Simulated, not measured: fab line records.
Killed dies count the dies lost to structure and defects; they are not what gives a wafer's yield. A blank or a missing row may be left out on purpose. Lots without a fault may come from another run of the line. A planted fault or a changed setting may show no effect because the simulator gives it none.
Chamber matching :: flow nand harc :: NHARC_A_BLC_ALD_23 on ald metal-02 has 4 sister chambers
The step deposits TiN, target thk 3 nm, pulse time 1 s, ald cycles 150. 4 wafers are shown with their chamber, then 8 later ones without.

== WAFERS PAIRED WITH THEIR CHAMBERS ==
wafer: L917.1
chamber: 3
heater power w (W): 973

wafer: L917.4
chamber: 2
heater power w (W): 1071

wafer: L917.6
chamber: 0
heater power w (W): 1020

wafer: L925.1
chamber: 1
heater power w (W): 1034

== WAFERS WHOSE CHAMBER IS MISSING ==
wafer: L925.4
heater power w (W): 996

wafer: L925.6
heater power w (W): 1065

wafer: L927.1
heater power w (W): 997

wafer: L927.3
heater power w (W): 979

wafer: L927.6
heater power w (W): 1038

wafer: L929.1
heater power w (W): 1108

wafer: L929.4
heater power w (W): 1004

wafer: L929.6
heater power w (W): 1053

== THE CHAMBER EACH PASSED THROUGH ==
wafer: L925.4
from the rows above: can't be placed: 3 or 0 or 1
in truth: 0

wafer: L925.6
from the rows above: can't be placed: 2 or 1 or 0
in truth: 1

wafer: L927.1
from the rows above: can't be placed: 0 or 3 or 1
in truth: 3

wafer: L927.3
from the rows above: can't be placed: 3 or 0
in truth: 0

wafer: L927.6
from the rows above: can't be placed: 1 or 0 or 2
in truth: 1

wafer: L929.1
from the rows above: can't be placed: 2 or 1
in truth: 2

wafer: L929.4
from the rows above: can't be placed: 0 or 1 or 3
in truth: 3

wafer: L929.6
from the rows above: can't be placed: 2 or 1 or 0
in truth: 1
Placed correctly: 0 of 8. Unplaceable from these rows: 8, with the true chamber sitting among the candidates in 8. Number placed wrongly: 0.
How it was worked out, from the rows above alone: a wafer's distance from a chamber is the root of the sum, over the readings, of the square of ((its reading less the chamber's mean) divided by the reading's scatter). If the next closest chamber is less than 2 further off than the closest, the wafer can't be placed; otherwise it belongs to the closest. The mean given for a chamber averages the wafers shown for that chamber. The scatter: root of mean squared gap, hidden wafer to nearest shown wafer, with one shown wafer a chamber.
